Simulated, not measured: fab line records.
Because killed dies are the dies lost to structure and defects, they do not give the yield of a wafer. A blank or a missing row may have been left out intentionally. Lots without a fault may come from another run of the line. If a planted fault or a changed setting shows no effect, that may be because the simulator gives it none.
The tool behind it: which one?    flow nandHarc    6 lots, 17 wafers sampled, at 5 steps of a route of 1159

== WHAT EACH GAUGE READ, for each wafer ==
NHARC_END_SORT_01.
lot   measured      on         killedAtArray
L534  day 20 09:37  prober-01  35 36 43
L537  day 21 09:10  prober-01  589 25
L540  day 22 11:59  prober-01  34 28 26
L545  day 23 07:44  prober-01  43 46 51
L548  day 24 04:02  prober-01  47 48 47
L552  day 24 17:16  prober-02  34 31 26

== WHICH TOOL RAN EACH LOT (tool, then ch and the chambers of the sampled wafers, then the start) ==
lot   NHARC_A_CONTACT_ETCH_75            NHARC_A_CONTACT_ETCH_76            NHARC_A_CONTACT_ETCH_124            NHARC_A_CONTACT_ETCH_127
L534  rieDiel-09 ch 0,1,3, day 17 21:17  rieDiel-09 ch 1,3, day 17 21:29    harCapEtch-03 ch 0,1, day 17 22:38  harCapEtch-03 ch 0,1, day 17 23:06
L537  rieDiel-06 ch 1,2, day 19 00:15    rieDiel-06 ch 1,3, day 19 00:22    harCapEtch-01 ch 0,1, day 19 01:42  harCapEtch-01 ch 0,1, day 19 02:10
L540  rieDiel-09 ch 2,3, day 19 12:55    rieDiel-09 ch 1,2, day 19 13:01    harCapEtch-01 ch 0,1, day 19 14:02  harCapEtch-01 ch 0,1, day 19 14:31
L545  rieDiel-09 ch 0,1,2, day 20 15:52  rieDiel-09 ch 1,2, day 20 15:56    harCapEtch-01 ch 0,1, day 20 16:57  harCapEtch-01 ch 0,1, day 20 17:25
L548  rieDiel-06 ch 2,3, day 21 11:22    rieDiel-06 ch 1,3, day 21 11:29    harCapEtch-03 ch 0,1, day 21 12:23  harCapEtch-03 ch 0,1, day 21 12:53
L552  rieDiel-09 ch 0,2,3, day 22 07:01  rieDiel-09 ch 1,2,3, day 22 07:07  harCapEtch-02 ch 0,1, day 22 08:04  harCapEtch-02 ch 0,1, day 22 08:33
- NHARC_A_CONTACT_ETCH_75: etches the open film in CF4, target depth 39 nm, time 65 s.
- NHARC_A_CONTACT_ETCH_76: etches the open film in N2/H2, target depth 260 nm, time 475.3 s.
- NHARC_A_CONTACT_ETCH_124: etches the open film in C4F8/O2/Ar, time 140 s, target depth 700 nm.
- NHARC_A_CONTACT_ETCH_127: etches the open film in C4F8/O2/Ar, time 155 s, target depth 956 nm.

== THE ANSWER, worked out from the rows above alone ==
Rule: the lots themselves supply what counts as usual. The widest of any qualifying gaps counts: lots, ordered by their means at a reading, are off when they make up no more than a third of the lots, leave a main group of 4 or more, and stand apart from it by 3 or more times the standard deviation of that group's means. If all means in a main group match to the digits the tables above print for the reading, that group is not used. A lot without any number at a reading at which 4 lots or more have one is off too. Where the step has rows for the other lots, those lots are counted as sound.
Off at NHARC_END_SORT_01 (killedAtArray): L537. Main group: mean 38, sd 7.7.
If a tool, at a process step before that reading, ran all the lots that are off and no sound lot after the first of them, it fits. Those tools and the gauges at NHARC_END_SORT_01 are tried in the same way. Of those tried, none fits.

== WHAT THE SIMULATOR HAD PUT IN ==
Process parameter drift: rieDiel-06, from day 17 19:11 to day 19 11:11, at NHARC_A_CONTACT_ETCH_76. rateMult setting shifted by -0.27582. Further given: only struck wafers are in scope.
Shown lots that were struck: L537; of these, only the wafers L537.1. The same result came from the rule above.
